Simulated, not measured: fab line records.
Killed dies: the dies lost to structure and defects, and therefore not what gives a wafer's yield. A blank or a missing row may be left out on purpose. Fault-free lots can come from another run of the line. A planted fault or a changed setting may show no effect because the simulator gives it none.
2 desks looking at one fault	flow n5 finfet	only its own numbers are on each desk; what lay behind them is given at the end

== TOOL OWNER'S DESK, pecvd-04 ==
The tool's own readings at N5_BEOL_M6_DEP_56 (deposits SiCN from 3MS/NH3, target thk 10 nm, time 17.5 s): means of the sampled wafers that have a number, for each lot that ran on this tool. A lot is out of limits, marked OUT, if its mean lies more than 4 standard deviations from the usual mean; the brackets give that distance.
Columns: A = showerhead plenum p Torr at N5_BEOL_M6_DEP_56, usual 3.662 Torr; B = throttle valve pct at N5_BEOL_M6_DEP_56, usual 9.4 %
lot	first seen here	A	B
L929	day 8 10:30	3.660	9.1
L942	day 12 01:01	3.664	9.9
L946	day 12 17:04	3.657	9.6
L945	day 12 18:40	3.655	9.4
This desk's finding: nothing out of limits on any of the 4 lots.

== AT THE METROLOGY DESK ==
What the gauges read for every lot (on any tool): the sampled wafers with a number, averaged. A lot is out of limits, marked OUT, if its mean lies more than 4 standard deviations from the usual mean; the brackets give that distance.
Columns: A = M6_THK at N5_BEOL_M6_THK_MEAS_53, usual 81.1 nm; B = M6_RS at N5_BEOL_M6_RS_MEAS_57, usual 0.284 ohm/sq
lot	first seen here	A	B
L929	day 8 10:26	80.5	0.283
L935	day 10 06:04	81.8	0.284
L937	day 10 13:23	83.7	0.275
L942	day 12 00:58	84.4	0.273
L946	day 12 17:01	83.7	0.274
L945	day 12 18:36	81.7	0.282
L952	day 14 08:04	81.6	0.278
This desk's finding: nothing out of limits on any of the 7 lots.

== TAKEN TOGETHER ==
The desk of the tool owner found nothing out of limits.
Nothing out of limits was seen by the metrology desk.

== WHAT HAD BEEN PUT IN BY THE SIMULATOR ==
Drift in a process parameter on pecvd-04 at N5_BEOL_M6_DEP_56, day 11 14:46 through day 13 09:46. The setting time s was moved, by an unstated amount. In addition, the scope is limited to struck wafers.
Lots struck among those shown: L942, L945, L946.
